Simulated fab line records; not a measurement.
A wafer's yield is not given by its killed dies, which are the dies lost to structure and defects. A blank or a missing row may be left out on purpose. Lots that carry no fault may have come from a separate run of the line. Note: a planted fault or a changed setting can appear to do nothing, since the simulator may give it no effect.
fab line records -- flow nand-harc
record: lots: 6, wafers: 18, last-day: 24
route steps=1159 shown P_BONDPAD@360 END@1159
lots untouched by any fault: they come from a run of this same line in which no faults occurred
start-h: hours from the record's opening day to when the first of the lot's shown wafers began -- wait-h: time in hours since the lot's previous step -- " unchanged from the row above -- L1.1+2: one row covering several wafers at once -- - value missing, or start not given -- * or withheld: withheld -- < > ~ a bound
route shown NAME@n: a module of which the file shows steps, and the number in the route of the first -- usual: mean/standard deviation taken from wafers without a fault -- same: alike in all rows -- chamber/n: place in a boat -- sites: readings site by site -- _std_site: the standard deviation of these -- _edge_site: the outer-site mean with the inner-site mean subtracted -- radius-mm: how far each site lies from the wafer's centre -- mask NAME#n: copy n -- behind: the tool/chamber that last shaped the wafer -- hold: why the lot was held/for how many hours/how that ended -- device: the n, p or np transistor that did not switch -- end of line: tests run on the same wafers once the route is complete -- a step given without rows: its recipe and nothing more -- killed: dies that structure and defects cost at the first sort, which is not the same as the wafer's yield -- map: dies across one wafer; x = killed, . = not, _ = none there
set.NAME: the setting the step ran with; set.NAME@STEP: the setting that earlier step ran with -- model.NAME: the simulator's own value behind a step, which no gauge read
lots at selected steps of the route; one table per step, one row per wafer
services: the hour from which a tool's chamber was out of use, counted from the record's first day as start-h (under 0 if before that day), plus the number of hours and why
== steps ==
step: NHARC_P_BONDPAD_EBR_05
step: NHARC_P_BONDPAD_EXPOSE_06
recipe: na: 0.55, dose-mj: 37.06, mask-id: P_BPAD
step: NHARC_P_BONDPAD_PEB_07
recipe: peb-temp-c: 128, peb-time-s: 80
step: NHARC_P_BONDPAD_DEVELOP_08
recipe: time-s: 50, dev-temp-c: 22
step: NHARC_P_BONDPAD_CD_MEAS_09
recipe: target-cd-nm: 500, landing-energy-ev: 500
usual: cd-nm: 500.6/2
lot.wafer,tool,chamber,start-h,wait-h,cd-nm
L108.2,cd-sem-01,0,147.80,-,504.8
L108.4,cd-sem-01,0,147.80,-,498.3
L108.6,cd-sem-01,0,147.80,-,501.6
L110.2,cd-sem-03,0,154.82,-,499.4
L110.3,cd-sem-03,0,154.82,-,504.2
L110.6,cd-sem-03,0,154.82,-,500.6
L113.3,cd-sem-01,0,180.22,-,500.5
L113.4,cd-sem-01,0,180.22,-,498.6
L113.5,cd-sem-01,0,180.22,-,504.8
L118.1,cd-sem-02,0,220.31,-,500.8
L118.5,cd-sem-02,0,220.31,-,499.5
L118.6,cd-sem-02,0,220.31,-,498.2
L120.1,cd-sem-03,0,227.54,-,500.1
L120.2,cd-sem-03,0,227.54,-,500.8
L120.6,cd-sem-03,0,227.54,-,501.6
L121.2,cd-sem-02,0,232.40,-,500.8
L121.5,cd-sem-02,0,232.40,-,500.1
L121.6,cd-sem-02,0,232.40,-,500.0
step: NHARC_P_BONDPAD_OVL_MEAS_38
usual: overlay-x-nm: 1/6, overlay-y-nm: -1/5.2
lot.wafer,tool,chamber,start-h,wait-h,overlay-x-nm,overlay-y-nm
L108.2,overlay-02,-,147.89,-,-8,3
L108.4,overlay-02,-,147.89,-,-8,3
L108.6,overlay-02,-,147.89,-,-7,3
L110.2,overlay-01,-,154.91,-,2,-3
L110.3,overlay-01,-,154.91,-,2,-3
L110.6,overlay-01,-,154.91,-,2,-3
L113.3,overlay-01,-,180.30,-,5,0
L113.4,overlay-01,-,180.30,-,4,-1
L113.5,overlay-01,-,180.30,-,4,-1
L118.1,overlay-01,-,220.41,-,7,12
L118.5,overlay-01,-,220.41,-,7,12
L118.6,overlay-01,-,220.41,-,8,11
L120.1,overlay-01,-,227.63,-,-5,-7
L120.2,overlay-01,-,227.63,-,-5,-7
L120.6,overlay-01,-,227.63,-,-4,-7
L121.2,overlay-02,-,232.48,-,-1,4
L121.5,overlay-02,-,232.48,-,-1,4
L121.6,overlay-02,-,232.48,-,-1,4
step: NHARC_P_BONDPAD_HARDBAKE_10
recipe: temp-c: 118, time-s: 65
step: NHARC_P_BONDPAD_DESCUM_11
recipe: time-s: 3, o2-flow-sccm: 200, ar-flow-sccm: 0, bias-power-w: 0, chemistry: O2
usual: drypump-motor-current-A: 5.5/0.56, oes-product-au: 1.003/0.011, rf-vpp-V: 57.6/0.9, showerhead-plenum-p-Torr: 1.85/0.045, throttle-valve-pct: 11.312/0.0086
lot.wafer,tool,chamber,start-h,wait-h,drypump-motor-current-A,oes-product-au,rf-hours-counter-h,rf-vpp-V,showerhead-plenum-p-Torr,throttle-valve-pct
L108.4,rie-diel-01,1,148.02,-,5.2,1.004,0,57.7,1.97,11.316
L108.2,rie-diel-01,3,148.02,-,4.9,0.999,0,57.6,1.86,11.313
L108.6,rie-diel-01,0,148.02,-,6.6,0.998,-,57.4,1.81,11.299
L110.3,rie-diel-09,1,155.04,-,5.1,1.005,6,58.2,1.87,11.310
L110.2,rie-diel-09,2,155.04,-,5.1,1.012,7,56.3,1.82,11.317
L110.6,rie-diel-09,0,155.04,-,5.7,1.007,-,57.6,1.85,11.316
L113.3,rie-diel-09,0,180.43,-,5.7,1.001,9,58.3,1.85,11.312
L113.4,rie-diel-09,1,180.43,-,5.1,1.003,8,57.5,1.87,11.304
L113.5,rie-diel-09,0,180.43,-,5.7,0.993,-,57.2,1.85,11.296
L118.1,rie-diel-11,0,220.56,-,6.0,0.978,9,57.6,1.97,11.306
L118.6,rie-diel-11,1,220.56,-,5.1,1.004,-,57.3,1.81,11.315
L118.5,rie-diel-11,2,220.56,-,5.1,1.007,-,57.5,1.84,11.323
L120.2,rie-diel-11,2,227.77,-,5.1,0.993,11,56.9,1.84,11.316
L120.1,rie-diel-11,3,227.77,-,5.5,1.010,10,57.6,1.83,11.319
L120.6,rie-diel-11,0,227.77,-,6.0,0.983,-,56.8,1.96,11.318
L121.2,rie-diel-01,3,232.68,-,4.8,1.017,31,58.1,1.85,11.318
L121.6,rie-diel-01,1,232.68,-,5.2,1.026,-,59.5,1.96,11.295
L121.5,rie-diel-01,2,232.68,-,5.7,1.020,-,58.3,1.84,11.300
step: NHARC_P_BONDPAD_ETCH_37
recipe: target-depth-a: 600, overetch-a: 180, time-s: 65.91, ion-energy-ev: 200, n2-flow-sccm: 150, h2-flow-sccm: 150, ar-flow-sccm: 0, rf-w: 400, bias-w: 150, chemistry: N2/H2
usual: bias-w: 150.0/0.46, drypump-motor-current-A: 5.6/0.59, oes-product-au: 1.003/0.011, rf-vpp-V: 428.4/1.6, showerhead-plenum-p-Torr: 1.97/0.047, throttle-valve-pct: 14.172/0.008
lot.wafer,tool,chamber,start-h,wait-h,bias-w,drypump-motor-current-A,oes-product-au,rf-hours-counter-h,rf-vpp-V,showerhead-plenum-p-Torr,throttle-valve-pct
L108.2,rie-diel-01,1,148.19,0.1,150.0,5.3,1.010,0,433.5,2.10,14.175
L108.4,rie-diel-01,2,148.19,0.1,150.1,5.7,1.020,0,428.0,1.97,14.167
L108.6,rie-diel-01,0,148.19,0.1,150.1,6.6,1.004,-,427.7,1.92,14.177
L110.2,rie-diel-09,3,155.12,0.1,150.6,6.5,0.994,7,428.0,1.93,14.170
L110.3,rie-diel-09,0,155.12,0.1,150.0,5.7,1.011,7,428.5,1.97,14.159
L110.6,rie-diel-09,3,155.12,0.1,150.5,6.5,0.996,-,427.3,1.93,14.159
L113.3,rie-diel-09,1,180.52,0.1,150.3,5.1,1.003,8,428.8,1.99,14.165
L113.4,rie-diel-09,3,180.52,0.1,149.6,6.5,1.000,9,426.4,1.93,14.172
L113.5,rie-diel-09,1,180.52,0.1,149.6,5.1,1.005,-,429.3,1.99,14.177
L118.1,rie-diel-11,3,220.62,0.1,150.6,5.5,1.017,8,427.2,1.95,14.183
L118.6,rie-diel-11,2,220.62,0.1,150.5,5.1,1.003,-,430.0,1.96,14.161
L118.5,rie-diel-11,3,220.62,0.1,150.2,5.5,1.025,-,428.9,1.95,14.177
L120.2,rie-diel-11,2,227.87,0.1,149.1,5.1,1.002,11,427.0,1.96,14.173
L120.1,rie-diel-11,0,227.87,0.1,150.8,6.0,0.983,11,430.9,2.10,14.167
L120.6,rie-diel-11,2,227.87,0.1,149.1,5.1,1.005,-,430.1,1.96,14.181
L121.2,rie-diel-01,3,232.76,0.1,150.7,4.9,1.007,31,427.9,1.97,14.170
L121.6,rie-diel-01,1,232.76,0.1,150.4,5.3,1.021,-,431.9,2.09,14.172
L121.5,rie-diel-01,2,232.76,0.1,150.0,5.7,1.018,-,427.7,1.96,14.185
step: NHARC_P_BONDPAD_ETCH_12
recipe: target-depth-a: 2000, time-s: 100, chf3-flow-sccm: 50, o2-flow-sccm: 10, ar-flow-sccm: 200, rf-w: 500, bias-w: 200, chemistry: CHF3/O2
usual: bias-w: 199.9/0.64, drypump-motor-current-A: 5.5/0.59, oes-product-au: 0.947/0.022, rf-vpp-V: 369.0/1.6, showerhead-plenum-p-Torr: 2.33/0.058, throttle-valve-pct: 20.572/0.0091
lot.wafer,tool,chamber,start-h,wait-h,bias-w,drypump-motor-current-A,oes-product-au,rf-hours-counter-h,rf-vpp-V,showerhead-plenum-p-Torr,throttle-valve-pct
L108.4,rie-diel-01,1,-,-,198.9,5.2,0.940,1,372.5,2.47,20.560
L108.2,rie-diel-01,3,-,-,198.9,4.9,0.943,1,369.9,2.34,20.566
L108.6,rie-diel-01,0,-,-,199.7,6.6,0.929,-,369.4,2.27,20.574
L110.2,rie-diel-09,1,-,-,200.2,5.1,0.970,6,369.8,2.35,20.579
L110.3,rie-diel-09,2,-,-,199.6,5.1,0.993,7,369.4,2.29,20.555
L110.6,rie-diel-09,2,-,-,200.4,5.0,1.000,-,368.1,2.29,20.566
L113.3,rie-diel-09,0,-,-,199.8,5.7,0.928,9,368.4,2.33,20.567
L113.4,rie-diel-09,1,-,-,199.9,5.1,0.922,8,369.7,2.35,20.580
L113.5,rie-diel-09,1,-,-,200.7,5.1,0.923,-,370.1,2.35,20.568
L118.1,rie-diel-11,0,-,-,200.7,6.0,0.952,9,372.0,2.46,20.564
L118.5,rie-diel-11,1,-,-,201.1,5.1,0.973,-,368.9,2.28,20.562
L118.6,rie-diel-11,2,-,-,200.7,5.1,0.956,-,368.7,2.32,20.555
L120.1,rie-diel-11,0,-,-,200.6,6.0,0.925,11,370.5,2.46,20.573
L120.2,rie-diel-11,1,-,-,199.7,5.1,0.947,13,367.5,2.28,20.563
L120.6,rie-diel-11,2,-,-,199.6,5.1,0.949,-,370.2,2.31,20.568
L121.2,rie-diel-01,3,-,-,199.3,4.9,0.952,31,369.0,2.33,20.575
L121.6,rie-diel-01,0,-,-,199.8,6.6,0.958,-,368.1,2.26,20.578
L121.5,rie-diel-01,1,-,-,201.9,5.2,0.969,-,372.7,2.46,20.573
step: NHARC_P_BONDPAD_CD_MEAS_13
usual: cd-nm: 500.0/2.3
lot.wafer,tool,chamber,start-h,wait-h,cd-nm
L108.2,cd-sem-01,-,148.47,-,503.3
L108.4,cd-sem-01,-,148.47,-,497.0
L108.6,cd-sem-01,-,148.47,-,501.9
L110.2,cd-sem-03,-,155.35,-,499.4
L110.3,cd-sem-03,-,155.35,-,502.8
L110.6,cd-sem-03,-,155.35,-,500.9
L113.3,cd-sem-02,-,180.74,-,500.8
L113.4,cd-sem-02,-,180.74,-,498.5
L113.5,cd-sem-02,-,180.74,-,505.8
L118.1,cd-sem-01,-,220.84,-,501.8
L118.5,cd-sem-01,-,220.84,-,498.9
L118.6,cd-sem-01,-,220.84,-,497.7
L120.1,cd-sem-01,-,228.10,-,500.4
L120.2,cd-sem-01,-,228.10,-,498.9
L120.6,cd-sem-01,-,228.10,-,501.4
L121.2,cd-sem-03,-,233.03,-,497.1
L121.5,cd-sem-03,-,233.03,-,498.7
L121.6,cd-sem-03,-,233.03,-,499.6
step: NHARC_P_BONDPAD_STRIP_15
recipe: o2-flow-sccm: 500, ar-flow-sccm: 0, bias-w: 0, chemistry: O2
usual: drypump-motor-current-A: 5.6/0.58, oes-product-au: 1.002/0.012, rf-vpp-V: 57.5/0.84, showerhead-plenum-p-Torr: 3.41/0.076, throttle-valve-pct: 17.036/0.0088
same: bias-w: 0
lot.wafer,tool,chamber,start-h,wait-h,drypump-motor-current-A,oes-product-au,rf-hours-counter-h,rf-vpp-V,showerhead-plenum-p-Torr,throttle-valve-pct
L108.4,rie-diel-09,1,148.56,0.1,5.1,1.007,6,58.6,3.46,17.039
L108.2,rie-diel-09,3,148.56,0.1,6.5,0.995,7,56.4,3.35,17.037
L108.6,rie-diel-09,1,148.56,0.1,5.1,1.004,-,58.3,3.46,17.026
L110.2,rie-diel-09,1,155.45,0.1,5.1,0.998,6,57.9,3.46,17.034
L110.3,rie-diel-09,2,155.45,0.1,5.1,0.997,7,57.1,3.37,17.027
L110.6,rie-diel-09,3,155.45,0.1,6.5,1.002,-,56.9,3.35,17.027
L113.3,rie-diel-09,3,180.81,0.1,6.5,0.991,9,56.0,3.35,17.021
L113.4,rie-diel-09,2,180.81,0.1,5.0,1.001,9,55.5,3.37,17.043
L113.5,rie-diel-09,0,180.81,0.1,5.7,0.997,-,57.3,3.42,17.038
L118.1,rie-diel-11,2,220.95,0.1,5.1,1.007,9,57.0,3.41,17.038
L118.5,rie-diel-11,0,220.95,0.1,6.0,0.978,-,58.2,3.62,17.029
L118.6,rie-diel-11,1,220.95,0.1,5.1,1.022,-,56.7,3.36,17.049
L120.2,rie-diel-11,1,228.17,0.1,5.1,1.022,13,56.7,3.35,17.035
L120.1,rie-diel-11,3,228.17,0.1,5.5,1.030,10,57.0,3.38,17.032
L120.6,rie-diel-11,1,228.17,0.1,5.1,1.027,-,56.6,3.35,17.030
L121.2,rie-diel-11,0,233.11,0.1,6.0,0.972,15,57.9,3.61,17.046
L121.5,rie-diel-11,0,233.11,0.1,6.0,0.973,-,57.9,3.61,17.016
L121.6,rie-diel-11,3,233.11,0.1,5.5,1.015,-,56.6,3.38,17.039
step: NHARC_P_BONDPAD_ETCH_24
recipe: target-depth-a: 300, over-etch-frac: 0.3, time-s: 72.99, ion-energy-ev: 150, cf4-flow-sccm: 50, n2-flow-sccm: 100, ar-flow-sccm: 150, rf-w: 300, bias-w: 100, chemistry: CF4/N2
usual: bias-w: 100.0/0.3, drypump-motor-current-A: 5.6/0.57, oes-product-au: 1.002/0.012, rf-vpp-V: 312.9/1.3, showerhead-plenum-p-Torr: 2.54/0.058, throttle-valve-pct: 19.793/0.0091
lot.wafer,tool,chamber,start-h,wait-h,bias-w,drypump-motor-current-A,oes-product-au,rf-hours-counter-h,rf-vpp-V,showerhead-plenum-p-Torr,throttle-valve-pct
L108.2,rie-diel-09,3,148.69,-,100.2,6.4,0.990,7,312.2,2.49,19.784
L108.4,rie-diel-09,2,148.69,-,100.7,5.1,1.016,6,311.3,2.51,19.805
L108.6,rie-diel-09,3,148.69,-,100.5,6.5,0.994,-,311.6,2.49,19.801
L110.2,rie-diel-09,2,155.57,-,99.9,5.1,1.015,7,312.2,2.50,19.793
L110.3,rie-diel-09,1,155.57,-,100.1,5.1,1.001,6,313.5,2.57,19.809
L110.6,rie-diel-09,3,155.57,-,100.3,6.5,0.989,-,313.4,2.49,19.801
L113.4,rie-diel-09,2,180.97,-,100.0,5.0,1.009,9,314.6,2.50,19.786
L113.3,rie-diel-09,3,180.97,-,100.1,6.5,0.995,9,313.0,2.49,19.791
L113.5,rie-diel-09,1,180.97,-,100.7,5.1,0.999,-,313.5,2.57,19.804
L118.1,rie-diel-11,1,221.08,-,100.3,5.1,1.018,10,311.1,2.49,19.806
L118.5,rie-diel-11,0,221.08,-,100.0,6.0,0.992,-,315.4,2.69,19.796
L118.6,rie-diel-11,1,221.08,-,100.2,5.1,1.017,-,310.5,2.49,19.802
L120.2,rie-diel-11,0,228.35,0.2,100.3,6.0,0.832,11,314.9,2.69,19.797
L120.1,rie-diel-11,1,228.35,0.2,100.3,5.0,1.009,13,311.6,2.49,19.770
L120.6,rie-diel-11,1,228.35,0.2,100.2,5.1,1.013,-,312.8,2.49,19.792
L121.2,rie-diel-11,3,233.36,0.2,100.2,5.5,1.011,13,313.5,2.51,19.795
L121.5,rie-diel-11,1,233.36,0.2,99.8,5.1,1.015,-,313.4,2.49,19.799
L121.6,rie-diel-11,0,233.36,0.2,99.8,6.0,0.822,-,315.4,2.69,19.793
step: NHARC_P_BONDPAD_STRIP_16
recipe: time-s: 600, temp-c: 30, chemistry: post-etch-residue-remover
step: NHARC_END_SORT_01
recipe: temp-c: 25
usual: defect-limited-yield: 95.4/1.8, killed-at-array: 28/11, killed-at-other: 0.7/0.88, killed-at-periphery: 3.1/2.2, killed-dies: 31/12, killed-open: 3.3/2, killed-short: 2.0/1.6, sort_bin_2_pct: 1.5/0.73, sort_bin_3_pct: 0.27/0.22, sort_bin_4_pct: 2.9/1.1, sort-n-pass: 646/12, sort-rim-yield-pct: 93/3.9, sort-yield-pct: 95.4/1.8
same: gross-dies: 677, sort_bin_5_pct[%]: 0, sort_bin_6_pct[%]: 0, sort_bin_7_pct[%]: 0, sort_bin_8_pct[%]: 0, sort-rim-n-gross: 106.00
lot.wafer,tool,chamber,start-h,wait-h,defect-limited-yield[%],killed-at-array,killed-at-other,killed-at-periphery,killed-dies,killed-open,killed-short,sort_bin_2_pct[%],sort_bin_3_pct[%],sort_bin_4_pct[%],sort-n-pass,sort-rim-yield-pct[%],sort-yield-pct[%]
L108.2,prober-02,0,459.96,2.8,96.3,23,0,2,25,4,4,1.2,0.15,2.4,652,93,96.3
L108.4,prober-02,0,461.59,3.4,96.9,19,1,1,21,3,0,1.2,0.30,1.6,656,95,96.9
L108.6,prober-02,0,463.21,4.1,97.5,16,1,0,17,2,1,0.6,0,1.9,660,97,97.5
L113.3,prober-02,0,489.28,3.1,94.1,34,2,4,40,7,5,1.8,0.15,4.0,637,92,94.1
L113.4,prober-02,0,490.08,3.4,96.2,24,1,1,26,3,1,1.5,0.15,2.2,651,98,96.2
L113.5,prober-02,0,490.87,3.7,95.1,29,2,2,33,5,4,2.4,0.15,2.4,644,97,95.1
L121.2,prober-01,0,570.86,2.8,93.8,39,2,1,42,1,0,2.1,0.59,3.5,635,88,93.8
L121.5,prober-01,0,573.31,3.8,93.4,39,3,3,45,4,4,2.1,0.15,4.4,632,91,93.4
L121.6,prober-01,0,574.12,4.1,94.5,32,0,5,37,3,4,2.4,0.44,2.7,640,86,94.5
killed by level:class
L108.2 A_SLIT:chamber-film-flake=8 A_BLC:chamber-film-flake=3 A_BLC:geometric-particle:open=2 A_CHANNEL_HOLE_D1:chamber-film-flake=2 A_CONTACT:chamber-film-flake=2 P_GATE:geometric-particle:short=1 P_M0:geometric-particle:open=1 A_ONON_D1:geometric-particle:short=1
L108.4 A_SLIT:chamber-film-flake=9 A_BLC:chamber-film-flake=2 A_WL_FILL:chamber-film-flake=2 A_CONTACT:chamber-film-flake=2 A_ONON_D1:geometric-particle:open=1 A_BLC:geometric-particle:open=1 A_M0:geometric-particle:open=1 P_BONDPAD:chamber-film-flake=1
L108.6 A_SLIT:chamber-film-flake=8 A_WL_FILL:chamber-film-flake=3 A_CHANNEL_HOLE_D1:chamber-film-flake=2 A_CHANNEL_FILL_D1:geometric-particle:open=1 A_M1:geometric-particle:open=1 STARTING-WAFER:geometric-particle:short=1 A_CONTACT:chamber-film-flake=1
L113.3 A_SLIT:chamber-film-flake=15 A_BLC:chamber-film-flake=6 A_STAIRCASE:chamber-film-flake=3 P_M0:geometric-particle:open=2 A_WL_FILL:geometric-particle:open=2 A_M0:geometric-particle:short=2 STARTING-WAFER:geometric-particle:short=2 A_CHANNEL_HOLE_D1:chamber-film-flake=2
L113.4 A_SLIT:chamber-film-flake=9 A_WL_FILL:chamber-film-flake=5 A_BLC:chamber-film-flake=4 A_STAIRCASE:chamber-film-flake=2 P_GATE:geometric-particle:open=1 A_ONON_D1:geometric-particle:short=1 A_STAIRCASE:geometric-particle:open=1 A_CONTACT:geometric-particle:open=1
L113.5 A_SLIT:chamber-film-flake=11 A_STAIRCASE:chamber-film-flake=6 A_CHANNEL_HOLE_D1:chamber-film-flake=3 A_SOURCE_PLATE:geometric-particle:open=2 P_GATE:geometric-particle:short=1 A_CHANNEL_HOLE_D1:geometric-particle:short=1 A_SGD_CUT:geometric-particle:open=1 A_SGD_CUT:geometric-particle:short=1
L121.2 A_CHANNEL_HOLE_D1:chamber-film-flake=14 A_SLIT:chamber-film-flake=14 A_STAIRCASE:chamber-film-flake=5 A_WL_FILL:chamber-film-flake=2 THIN_TSV:chamber-film-flake=2 A_SGD_CUT:geometric-particle:open=1 P_M0:chamber-film-flake=1 A_ZERO_WELL:chamber-film-flake=1
L121.5 A_SLIT:chamber-film-flake=14 A_CHANNEL_HOLE_D1:chamber-film-flake=12 THIN_TSV:chamber-film-flake=3 A_WL_FILL:geometric-particle:open=2 A_STAIRCASE:chamber-film-flake=2 A_WL_FILL:chamber-film-flake=2 A_CONTACT:chamber-film-flake=2 P_M1:geometric-particle:short=1
L121.6 A_CHANNEL_HOLE_D1:chamber-film-flake=13 A_SLIT:chamber-film-flake=10 A_WL_FILL:chamber-film-flake=3 A_ONON_D1:geometric-particle:short=2 P_GATE:chamber-film-flake=2 P_CONTACT:geometric-particle:open=1 P_M0:geometric-particle:short=1 A_SOURCE_PLATE:geometric-particle:short=1
== services ==
tool,chamber,start-h,hours,kind
rie-diel-09,0,135.10,-,clean
rie-diel-09,1,135.10,-,clean
rie-diel-09,2,135.10,-,clean
rie-diel-09,3,135.10,-,clean
rie-diel-01,-,137.82,9.0,pm
rie-diel-11,0,145.90,-,clean
rie-diel-11,1,145.90,-,clean
rie-diel-11,2,145.90,-,clean
rie-diel-11,3,145.90,-,clean
rie-diel-09,0,159.60,-,clean
rie-diel-09,1,159.60,-,clean
rie-diel-09,2,159.60,-,clean
rie-diel-09,3,159.60,-,clean
rie-diel-11,0,171.30,-,clean
rie-diel-11,1,171.30,-,clean
rie-diel-11,2,171.30,-,clean
rie-diel-11,3,171.30,-,clean
rie-diel-11,0,180.93,2.1,repair
rie-diel-09,0,184.10,-,clean
rie-diel-09,1,184.10,-,clean
rie-diel-11,-,191.37,9.0,pm
rie-diel-09,0,204.65,5.0,repair
rie-diel-11,2,228.09,10.0,repair
rie-diel-01,-,228.51,2.2,repair
== key ==
first-sign: step: NHARC_P_BONDPAD_ETCH_24, reading: oes-product-au, direction: down, sigmas: 15, usual: 1.002, struck: 0.827
effect none on later readings
met-at NHARC_P_BONDPAD_ETCH_24
struck-wafers L120.2,L121.6
onset-between 221.08 228.35
fault: kind: process-parameter-drift, tool: rie-diel-11, chamber: 0, onset-h: 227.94, steps: NHARC_P_BONDPAD_ETCH_24, channel: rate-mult, offset: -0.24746, shape: step, end-h: 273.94
